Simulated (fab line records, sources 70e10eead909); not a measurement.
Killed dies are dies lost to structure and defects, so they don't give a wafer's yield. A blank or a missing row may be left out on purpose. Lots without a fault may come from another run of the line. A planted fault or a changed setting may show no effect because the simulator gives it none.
Chamber matching | flow nand_harc | NHARC_P_BONDPAD_CMP_19 on cmp-01: 4 sister chambers
The step polishes, t overpolish 30 s, cu recess touch 16 s, target thk 160.81 nm. 17 wafers are shown with their chamber, then 8 later ones without.

WAFERS WITH THEIR CHAMBER
wafer  | chamber | motor_current_A (A) | pad_life_wafers | overpolish_run_s (s)
L075.1 | 3       | 13.6                | 289             | 29.989
L075.4 | 0       | 10.6                | 290             | 29.986
L074.1 | 1       | 13.2                | 301             | 30.001
L074.2 | 3       | 13.4                | 303             | 30.000
L074.4 | 2       | 11.8                | 302             | 29.988
L078.2 | 1       | 13.7                | 408             | 30.018
L078.4 | 0       | 10.8                | 411             | 29.987
L079.3 | 1       | 13.4                | 456             | 29.994
L079.4 | 3       | 13.9                | 458             | 30.016
L081.1 | 0       | 10.7                | 541             | 30.000
L081.4 | 3       | 13.8                | 540             | 30.001
L082.1 | 3       | 13.1                | 547             | 30.007
L084.1 | 1       | 13.0                | 31              | 29.999
L084.4 | 2       | 13.3                | 32              | 30.008
L086.2 | 3       | 13.0                | 135             | 29.991
L088.2 | 2       | 12.8                | 259             | 30.004
L088.4 | 1       | 13.2                | 258             | 30.002

SIGNATURES (means of the wafers above)
reading          | chamber 0 | chamber 1 | chamber 2 | chamber 3 | scatter within a chamber
motor_current_A  | 10.700    | 13.300    | 12.633    | 13.467    | 0.406
pad_life_wafers  | 414.00    | 290.80    | 197.67    | 378.67    | 156
overpolish_run_s | 29.99100  | 30.00280  | 30.00000  | 30.00067  | 0.00952
Rule: a wafer's distance from a chamber is the root of the sum, over the readings, of the square of ((its reading less the chamber's mean) divided by the reading's scatter). The wafer belongs to the nearest chamber; if the next one is less than 2 further off, it can't be placed. The scatter: the root of (the sum of the squares of (reading less its chamber's mean) over the shown wafers, divided by (wafers less chambers)).

WAFERS WITHOUT THEIR CHAMBER
wafer  | motor_current_A (A) | pad_life_wafers | overpolish_run_s (s)
L089.1 | 12.8                | 266             | 30.003
L089.4 | 13.4                | 265             | 30.006
L091.3 | 12.1                | 324             | 29.992
L091.4 | 10.9                | 326             | 29.983
L095.3 | 13.6                | 411             | 30.004
L095.4 | 12.6                | 410             | 30.001
L096.3 | 13.4                | 417             | 30.010
L096.4 | 10.5                | 414             | 30.003

WHICH CHAMBER EACH WENT THROUGH
wafer  | from the rows above               | in truth
L089.1 | can't be placed: 2 or 1 or 3      | 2
L089.4 | can't be placed: 1 or 3 or 2      | 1
L091.3 | can't be placed: 2 or 1 or 0 or 3 | 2
L091.4 | 0                                 | 0
L095.3 | can't be placed: 3 or 1           | 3
L095.4 | can't be placed: 2 or 1 or 3      | 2
L096.3 | can't be placed: 3 or 1 or 2      | 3
L096.4 | 0                                 | 0
Placed correctly: 2 of 8. Can't be placed from these rows: 6 (the true chamber is among the candidates in 6). Placed wrongly: 0.
